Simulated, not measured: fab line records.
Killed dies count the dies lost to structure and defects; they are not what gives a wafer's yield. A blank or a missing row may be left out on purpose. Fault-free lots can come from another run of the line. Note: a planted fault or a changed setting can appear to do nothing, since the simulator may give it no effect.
Matching of chambers + flow n5-finfet + N5_BEOL_M13_VIA_ETCH_16 on rie-diel-06 has 4 sister chambers
The step etches SiOC in C4F8/O2/Ar, target depth 921.7 nm. 4 wafers are shown with their chamber, then 9 later ones without.

WAFERS PAIRED WITH THEIR CHAMBERS
| wafer  | chamber | showerhead-plenum-p-Torr (Torr) |
|--------|---------|---------------------------------|
| L084.6 | 1       | 3.52                            |
| L083.1 | 0       | 3.48                            |
| L083.2 | 2       | 3.64                            |
| L083.3 | 3       | 3.32                            |

WAFERS MISSING THEIR CHAMBER
| wafer  | showerhead-plenum-p-Torr (Torr) |
|--------|---------------------------------|
| L083.4 | 3.52                            |
| L083.5 | 3.48                            |
| L083.6 | 3.52                            |
| L088.1 | 3.51                            |
| L088.2 | 3.47                            |
| L088.5 | 3.47                            |
| L087.1 | 3.31                            |
| L087.5 | 3.47                            |
| L087.6 | 3.51                            |

WHICH CHAMBER EACH WENT THROUGH
| wafer  | from the rows above | in truth |
|--------|---------------------|----------|
| L083.4 | 1                   | 1        |
| L083.5 | 0                   | 0        |
| L083.6 | 1                   | 1        |
| L088.1 | 1                   | 1        |
| L088.2 | 0                   | 0        |
| L088.5 | 0                   | 0        |
| L087.1 | 3                   | 3        |
| L087.5 | 0                   | 0        |
| L087.6 | 1                   | 1        |
Placed correctly: 9 of 9. Number that these rows cannot place: 0. Placed wrongly: 0.
How it was worked out, from the rows above alone: a wafer's distance from a chamber is the root of the sum, over the readings, of the square of ((its reading less the chamber's mean) divided by the reading's scatter). If the next closest chamber is less than 2 further off than the closest, the wafer can't be placed; otherwise it belongs to the closest. Each chamber's mean is taken over the wafers shown for it. The scatter: with one shown wafer a chamber, the root of the mean of the squares of how far each hidden wafer lies from its nearest shown one.
